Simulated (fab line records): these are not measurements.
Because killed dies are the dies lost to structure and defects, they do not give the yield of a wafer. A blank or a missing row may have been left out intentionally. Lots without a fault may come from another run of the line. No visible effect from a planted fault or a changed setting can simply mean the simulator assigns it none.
Matching of chambers	flow n5 finfet	N5_PASSIVATION_STRIP_14 on rie diel-06 has 4 sister chambers
The step strips in O2. 14 wafers are shown with their chamber, then 7 later ones without.

## WAFERS WITH THEIR CHAMBER
wafer	chamber	throttle valve pct (%)	drypump motor current A (A)	showerhead plenum p Torr (Torr)
L080.1	2	17.0	6.0	1.98
L080.4	0	16.6	5.1	2.07
L080.6	2	17.0	6.0	1.98
L084.1	2	17.0	6.0	1.98
L084.2	0	16.6	5.2	2.06
L084.5	2	17.0	6.0	1.98
L083.3	0	16.6	5.2	2.06
L083.5	1	16.3	5.6	2.00
L083.6	0	16.6	5.2	2.06
L086.1	0	16.6	5.2	2.06
L086.2	3	16.5	6.4	1.98
L086.4	2	17.0	5.9	1.98
L091.2	2	17.1	6.0	1.97
L091.3	0	16.6	5.2	2.06

SIGNATURES (means of the wafers above)
reading	chamber 0	chamber 1	chamber 2	chamber 3	scatter within a chamber
throttle valve pct	16.600	16.300	17.017	16.500	0.0289
drypump motor current A	5.183	5.600	5.983	6.400	0.0408
showerhead plenum p Torr	2.0617	2.0000	1.9783	1.9800	0.00408
Rule: distance of a wafer from a chamber = root of the sum over the readings of ((wafer's reading minus chamber's mean) / reading's scatter) squared. If the next closest chamber is less than 2 further off than the closest, the wafer can't be placed; otherwise it belongs to the closest. The scatter: take each reading less its chamber's mean, square it, sum over the shown wafers, divide by the number of wafers less the number of chambers, and take the root.

## WAFERS WITH NO CHAMBER GIVEN
wafer	throttle valve pct (%)	drypump motor current A (A)	showerhead plenum p Torr (Torr)
L091.5	16.4	5.6	1.99
L092.1	16.7	5.1	2.05
L092.4	16.4	5.6	1.99
L092.5	16.6	5.1	2.05
L095.1	16.0	6.4	2.24
L095.3	16.4	5.6	1.99
L095.6	16.4	5.6	1.99

## EACH ONE'S CHAMBER
wafer	from the rows above	in truth
L091.5	1	1
L092.1	0	0
L092.4	1	1
L092.5	0	0
L095.1	0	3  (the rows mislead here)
L095.3	1	1
L095.6	1	1
6 of 7 placed correctly. Can't be placed from these rows: 0. Placed wrongly: 1.
